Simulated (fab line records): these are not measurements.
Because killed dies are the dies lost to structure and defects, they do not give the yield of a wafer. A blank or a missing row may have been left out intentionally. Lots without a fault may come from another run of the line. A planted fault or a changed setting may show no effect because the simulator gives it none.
Which tool did it? ; flow nand_harc ; 12 lots with 36 wafers sampled at 4 steps, on a route of 1159 steps

WHAT THE GAUGES SHOWED, per wafer
NHARC_P_M1_CD_MEAS_09 targets a cd of 130 nm.
lot;measured;on;cd_nm (nm)
L075;day 6 14:19;cd_sem-02;130.7 131.0 130.9
L077;day 6 16:04;cd_sem-03;131.1 131.5 130.9
L078;day 7 03:52;cd_sem-02;130.1 129.9 130.3
L081;day 7 10:52;cd_sem-01;131.4 130.7 130.2
L083;day 8 00:59;cd_sem-02;130.3 128.8 130.2
L084;day 8 16:09;cd_sem-03;131.3 130.9 130.1
L087;day 9 07:08;cd_sem-01;130.3 129.7 130.3
L089;day 9 17:17;cd_sem-03;130.6 130.3 129.2
L091;day 10 02:50;cd_sem-01;131.3 131.6 131.0
L093;day 10 14:19;cd_sem-01;130.3 130.2 129.9
L095;day 11 03:37;cd_sem-02;130.3 129.6 130.7
L096;day 11 17:09;cd_sem-03;130.5 130.8 130.1

WHICH TOOL RAN EACH LOT (tool, then ch and the chambers of the sampled wafers, then the start)
lot;NHARC_P_GATE_HM_DEP_102;NHARC_P_GATE_ETCH_114;NHARC_P_GATE_DESCUM_61
L075;acl_dep-03 ch 0, day 4 20:11;rie_diel-02 ch 1,3, day 5 11:19 or earlier;rie_diel-04 ch 0,1, day 5 11:19
L077;acl_dep-02 ch 0, day 5 04:46;rie_diel-12 ch 0,1,2, day 5 20:14 or earlier;rie_diel-12 ch 0,3, day 5 20:14
L078;acl_dep-03 ch 0, day 5 18:09;rie_diel-02 ch 0,1,3, day 6 09:17 or earlier;rie_diel-04 ch 1,2, day 6 09:17
L081;acl_dep-03 ch 0, day 6 05:03;rie_diel-04 ch 1,2,3, day 6 20:02 or earlier;rie_diel-04 ch 1,2, day 6 20:02
L083;acl_dep-03 ch 0, day 6 16:19;rie_diel-12 ch 0,1, day 7 07:46 or earlier;rie_diel-04 ch 0,2, day 7 07:46
L084;acl_dep-01 ch 0, day 7 04:29;rie_diel-02 ch 1,2, day 7 20:31 or earlier;rie_diel-04 ch 0,2,3, day 7 20:31
L087;acl_dep-01 ch 0, day 7 22:07;rie_diel-04 ch 1,2,3, day 8 13:36 or earlier;rie_diel-04 ch 2,3, day 8 13:36
L089;acl_dep-03 ch 0, day 8 08:16;rie_diel-04 ch 0,1,2, day 8 23:38 or earlier;rie_diel-02 ch 1,2,3, day 8 23:38
L091;acl_dep-03 ch 0, day 8 21:24;rie_diel-02 ch 0,1,2, day 9 12:26 or earlier;rie_diel-04 ch 0,1,3, day 9 12:26
L093;acl_dep-03 ch 0, day 9 08:53;rie_diel-04 ch 0,2,3, day 9 23:53 or earlier;rie_diel-12 ch 1,2,3, day 9 23:53
L095;acl_dep-03 ch 0, day 9 21:28;rie_diel-12 ch 0,1,2, day 10 12:49 or earlier;rie_diel-02 ch 0,2,3, day 10 12:49
L096;acl_dep-02 ch 0, day 10 05:38;rie_diel-12 ch 0,2,3, day 10 21:08 or earlier;rie_diel-02 ch 1,3, day 10 21:08
- NHARC_P_GATE_HM_DEP_102: deposits aC, target thk 120 nm.
- NHARC_P_GATE_ETCH_114: etches the open film in CF4/O2, target depth 30 nm, overetch 3 nm, time 16.5 s.
- NHARC_P_GATE_DESCUM_61: chemistry O2, time 3 s.

THE ANSWER, worked out from the rows above alone
Rule: usual is defined by the lots themselves. Put in order of their means at a reading, lots are off if they are a third of the lots or fewer, leave a main group of 4 or more, and stand apart from it by a gap of 3 or more times the standard deviation of the main group's means; of several such gaps the widest counts. A main group is skipped when, at the precision printed for the reading in the tables above, its means are all equal. Also off: a lot with no number at a reading for which 4 or more lots have one. The other lots that the step has rows for count as sound.
No lot is off at any reading shown: from this, nothing can be told.

WHAT WAS PUT IN BY THE SIMULATOR
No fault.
